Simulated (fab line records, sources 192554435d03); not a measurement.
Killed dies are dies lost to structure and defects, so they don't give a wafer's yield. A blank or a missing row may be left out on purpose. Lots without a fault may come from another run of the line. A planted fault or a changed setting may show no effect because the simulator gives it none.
Which tool did it? | flow n5_finfet | 8 lots, 23 wafers sampled, at 7 steps of a route of 1938

WHAT THE GAUGES READ, wafer by wafer
N5_DUMMY_GATE_CD_MEAS_50: target cd 14 nm.
lot  | measured    | on        | cd_nm (nm)
L470 | day 3 05:03 | cd_sem-01 | 14.6 14.0 13.4
L473 | day 4 00:13 | cd_sem-02 | 14.0 14.3
L476 | day 4 16:23 | cd_sem-01 | 13.9 14.6 13.9
L477 | day 5 02:17 | cd_sem-01 | 13.1 14.1 14.9
L481 | day 5 23:16 | cd_sem-01 | 14.3 15.1 14.5
L483 | day 6 10:54 | cd_sem-02 | 7.3 8.4 14.0
L485 | day 6 22:14 | cd_sem-02 | 13.3 14.0 14.5
L486 | day 7 06:47 | cd_sem-02 | 8.5 7.7 13.5

N5_DUMMY_GATE_CD_MEAS_24: target cd 15 nm.
lot  | measured    | on        | cd_nm (nm)
L470 | day 3 05:33 | cd_sem-02 | 14.2 15.3 14.5
L473 | day 4 00:43 | cd_sem-03 | 15.0 15.8
L476 | day 4 16:52 | cd_sem-01 | 15.3 16.1 14.5
L477 | day 5 02:46 | cd_sem-02 | 14.5 14.6 16.0
L481 | day 5 23:46 | cd_sem-01 | 15.8 15.9 15.6
L483 | day 6 11:25 | cd_sem-03 | 8.2 9.3 14.7
L485 | day 6 22:43 | cd_sem-02 | 14.9 14.6 15.7
L486 | day 7 07:17 | cd_sem-02 | 9.7 9.0 14.0

N5_BEOL_M4_RC_MEAS_101.
lot  | measured     | on        | DIBL_N (mV/V)  | DIBL_P (mV/V)  | IOFF_N (nA/um) | IOFF_P (nA/um) | ION_N (uA/um) | ION_P (uA/um) | SS_N (mV/dec)  | SS_P (mV/dec)  | VT_N (mV)   | VT_P (mV)
L470 | day 8 09:34  | prober-02 | 37.8 34.9 38.9 | 36.7 33.9 38.6 | 0.16 0.13 0.19 | 0.19 0.17 0.23 | 666 677 688   | 450 462 463   | 71.9 69.7 71.8 | 73.9 73.0 73.7 | 249 252 248 | -254 -255 -251
L473 | day 9 08:22  | prober-01 | 36.6 32.5      | 39.3 33.7      | 0.18 0.10      | 0.20 0.13      | 682 659       | 455 444       | 71.6 70.4      | 73.9 72.3      | 246 255     | -253 -259
L476 | day 9 11:29  | prober-02 | 37.2 34.5 38.6 | 36.0 33.0 38.7 | 0.17 0.13 0.20 | 0.22 0.18 0.26 | 678 658 677   | 465 457 469   | 72.8 71.3 72.6 | 73.9 72.6 73.6 | 248 250 246 | -248 -250 -246
L477 | day 10 08:27 | prober-02 | 40.9 36.3 31.0 | 45.1 39.3 32.1 | 0.28 0.17 0.09 | 0.36 0.23 0.13 | 698 685 647   | 474 472 449   | 72.8 71.2 69.7 | 75.9 72.8 71.9 | 240 247 256 | -244 -251 -257
L481 | day 10 22:02 | prober-01 | 36.0 34.0 36.7 | 34.8 31.5 34.3 | 0.18 0.13 0.18 | 0.22 0.17 0.21 | 691 668 687   | 467 462 474   | 71.4 70.7 71.0 | 72.5 71.9 72.6 | 247 255 249 | -250 -251 -248
L483 | day 11 14:40 | prober-02 | 35.5           | 35.6           | 0.15           | 0.20           | 670           | 461           | 71.3           | 72.9           | 250         | -252
L485 | day 11 15:13 | prober-02 | 38.0 38.0 34.9 | 35.6 37.6 31.6 | 0.16 0.18 0.12 | 0.18 0.21 0.13 | 675 678 662   | 453 454 448   | 71.6 72.3 71.6 | 73.2 73.6 72.1 | 249 249 254 | -254 -251 -256
L486 | day 11 21:08 | prober-02 | 38.4           | 35.4           | 0.16           | 0.23           | 669           | 459           | 71.9           | 73.5           | 252         | -248

WHICH TOOL RAN EACH LOT (tool, then ch and the chambers of the sampled wafers, then the start)
lot  | N5_DUMMY_GATE_TRIM_49           | N5_DUMMY_GATE_HM_OPEN_21          | N5_DUMMY_GATE_ETCH_32           | N5_DUMMY_GATE_ETCH_42
L470 | rie_si-04 ch 2,3, day 3 04:53   | rie_diel-01 ch 0,2, day 3 05:11   | rie_si-01 ch 0,1, day 3 05:21   | rie_diel-02 ch 0,3, day 3 05:36
L473 | rie_si-04 ch 0, day 4 00:04     | rie_diel-03 ch 0,3, day 4 00:21   | rie_si-01 ch 2, day 4 00:31     | rie_diel-03 ch 0, day 4 00:46
L476 | rie_si-02 ch 0,1,2, day 4 16:14 | rie_diel-03 ch 0,1,2, day 4 16:31 | rie_si-04 ch 1,3, day 4 16:40   | rie_diel-01 ch 0,2, day 4 17:02
L477 | rie_si-01 ch 0,1,2, day 5 02:08 | rie_diel-03 ch 1,2,3, day 5 02:25 | rie_si-02 ch 0,1,3, day 5 02:34 | rie_diel-01 ch 0,1,2, day 5 02:53
L481 | rie_si-02 ch 0,2,3, day 5 23:07 | rie_diel-01 ch 0,1,2, day 5 23:25 | rie_si-01 ch 0,1,2, day 5 23:35 | rie_diel-02 ch 0,2,3, day 5 23:50
L483 | rie_si-02 ch 0,1, day 6 10:45   | rie_diel-02 ch 0,3, day 6 11:03   | rie_si-04 ch 0,2, day 6 11:13   | rie_diel-03 ch 1,2, day 6 11:31
L485 | rie_si-04 ch 2,3, day 6 22:05   | rie_diel-03 ch 0,1, day 6 22:22   | rie_si-02 ch 0,3, day 6 22:31   | rie_diel-01 ch 1,2,3, day 6 22:46
L486 | rie_si-02 ch 0,1,2, day 7 06:32 | rie_diel-02 ch 0,1,3, day 7 06:55 | rie_si-04 ch 1,2,3, day 7 07:04 | rie_diel-02 ch 0,1,3, day 7 07:19
- N5_DUMMY_GATE_TRIM_49: chemistry O2, time 29 s, target cd 14 nm.
- N5_DUMMY_GATE_HM_OPEN_21: chemistry CH3F/O2, target SiNx, target depth 120 nm, time 171.4 s.
- N5_DUMMY_GATE_ETCH_32: etches SiO2 in CF4, target depth 3.5 nm, time 3.9 s.
- N5_DUMMY_GATE_ETCH_42: etches SiO2 in CHF3/O2, target depth 3.5 nm, time 31 s.

WHAT THE TOOLS THEMSELVES READ (means of the sampled wafers that have a number; where no wafer has one, the mark that the record gives instead)
N5_DUMMY_GATE_TRIM_49.
lot  | tool      | drypump_motor_current_A (A) | he_backside_leak_sccm (sccm) | oes_product_au (a.u.) | throttle_valve_pct (%)
L470 | rie_si-04 | 5.1                         | 2.70                         | 0.981                 | 8.16
L473 | rie_si-04 | 5.8                         | 2.82                         | 0.984                 | 8.05
L476 | rie_si-02 | 5.6                         | 2.70                         | 1.006                 | 8.02
L477 | rie_si-01 | 5.3                         | 2.79                         | 1.018                 | 8.09
L481 | rie_si-02 | 5.6                         | 2.69                         | 1.000                 | 8.05
L483 | rie_si-02 | 5.7                         | 2.56                         | 1.288                 | 8.04
L485 | rie_si-04 | 5.1                         | 2.59                         | 0.971                 | 8.11
L486 | rie_si-02 | 5.6                         | 2.67                         | 1.293                 | 8.02

N5_DUMMY_GATE_HM_OPEN_21.
lot  | tool        | drypump_motor_current_A (A) | oes_f_703_au (a.u.) | oes_o_777_au (a.u.) | oes_product_au (a.u.) | rf_vpp_V (V) | showerhead_plenum_p_Torr (Torr) | throttle_valve_pct (%)
L470 | rie_diel-01 | 5.2                         | 0.84                | 0.84                | 0.83                  | 298          | 2.10                            | 16.43
L473 | rie_diel-03 | 6.3                         | 0.86                | 0.88                | 0.87                  | 296          | 2.13                            | 16.23
L476 | rie_diel-03 | 6.1                         | 0.76                | 0.76                | 0.76                  | 296          | 2.04                            | 16.45
L477 | rie_diel-03 | 6.2                         | 0.81                | 0.81                | 0.82                  | 299          | 2.06                            | 16.44
L481 | rie_diel-01 | 5.4                         | 0.80                | 0.81                | 0.77                  | 293          | 2.05                            | 16.43
L483 | rie_diel-02 | 5.8                         | 0.69                | 0.71                | 0.71                  | 313          | 2.01                            | 16.77
L485 | rie_diel-03 | 6.0                         | 0.74                | 0.75                | 0.74                  | 292          | 2.07                            | 16.42
L486 | rie_diel-02 | 5.8                         | 0.71                | 0.72                | 0.71                  | 304          | 2.00                            | 16.76

N5_DUMMY_GATE_ETCH_32.
lot  | tool      | drypump_motor_current_A (A) | he_backside_leak_sccm (sccm) | oes_product_au (a.u.) | throttle_valve_pct (%)
L470 | rie_si-01 | 5.4                         | 3.0                          | 1.002                 | 21.55
L473 | rie_si-01 | 4.8                         | 2.7                          | 1.024                 | 21.80
L476 | rie_si-04 | 5.5                         | 2.5                          | 0.997                 | 21.58
L477 | rie_si-02 | 5.7                         | 2.6                          | 0.985                 | 21.62
L481 | rie_si-01 | 5.3                         | 2.7                          | 1.024                 | 21.56
L483 | rie_si-04 | 5.6                         | 2.8                          | 0.983                 | 21.92
L485 | rie_si-02 | 5.8                         | 2.7                          | 0.956                 | 21.98
L486 | rie_si-04 | 5.3                         | 2.6                          | 1.002                 | 21.63

N5_DUMMY_GATE_ETCH_42.
lot  | tool        | CHF3_flow_sccm (sccm) | drypump_motor_current_A (A) | oes_f_703_au (a.u.) | oes_o_777_au (a.u.) | oes_product_au (a.u.) | rf_vpp_V (V) | showerhead_plenum_p_Torr (Torr) | throttle_valve_pct (%)
L470 | rie_diel-02 | 49.95                 | 5.9                         | 0.71                | 0.72                | 0.72                  | 44.3         | 2.41                            | 19.05
L473 | rie_diel-03 | 49.94                 | 6.1                         | 0.78                | 0.79                | 0.78                  | 41.8         | 2.50                            | 18.52
L476 | rie_diel-01 | 49.96                 | 5.3                         | 0.87                | 0.87                | 0.87                  | 43.8         | 2.47                            | 18.83
L477 | rie_diel-01 | 49.94                 | 5.4                         | 0.81                | 0.81                | 0.78                  | 41.7         | 2.45                            | 18.75
L481 | rie_diel-02 | 50.04                 | 5.9                         | 0.72                | 0.73                | 0.72                  | 43.1         | 2.45                            | 18.99
L483 | rie_diel-03 | 50.07                 | 6.2                         | 0.75                | 0.76                | 0.73                  | 43.3         | 2.40                            | 18.83
L485 | rie_diel-01 | 49.99                 | 5.8                         | 0.76                | 0.76                | 0.74                  | 41.5         | 2.39                            | 18.81
L486 | rie_diel-02 | 49.87                 | 5.8                         | 0.71                | 0.73                | 0.70                  | 43.2         | 2.38                            | 19.04

THE ANSWER, worked out from the rows above alone
Rule: what is usual is taken from the lots themselves. Put in order of their means at a reading, lots are off if they are a third of the lots or fewer, leave a main group of 4 or more, and stand apart from it by a gap of 3 or more times the standard deviation of the main group's means; of several such gaps the widest counts. A main group whose means are all the same, to the digits that the tables above print for the reading, isn't used. A lot without any number at a reading at which 4 lots or more have one is off too. The other lots that the step has rows for count as sound. The gauges are gone through in route order, then the tools' own readings, and for those a lot's mean is taken as printed above. The first step at which some lot is off is used, and at that step the reading that is off furthest; a lot without a number counts as furthest.
Off: L483, L486, at N5_DUMMY_GATE_CD_MEAS_50 (cd_nm). The main group: mean 14.1 nm, standard deviation 0.23.
A tool fits if, at a process step before that reading, it ran every lot that is off, and no sound lot after the first of them. The gauges at N5_DUMMY_GATE_CD_MEAS_50 aren't tried: what is off there is off at N5_DUMMY_GATE_TRIM_49 too, on other tools, and a gauge's error can't cause that. One fits: rie_si-02 at N5_DUMMY_GATE_TRIM_49. Its last sound lot is L481 (day 5 23:07), its first lot that is off L483 (day 6 10:45): a fault that began between those two fits.
The tool's own readings at N5_DUMMY_GATE_TRIM_49 bear it out: on the lots that are off they differ by more than 5 times the standard deviation of the sound lots' means. oes_product_au reads 1.290 a.u. there against 0.993 a.u. on the sound lots.

WHAT THE SIMULATOR HAD PUT IN
Process parameter drift: rie_si-02, from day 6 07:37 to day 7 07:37, at N5_DUMMY_GATE_TRIM_49. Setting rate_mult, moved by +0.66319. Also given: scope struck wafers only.
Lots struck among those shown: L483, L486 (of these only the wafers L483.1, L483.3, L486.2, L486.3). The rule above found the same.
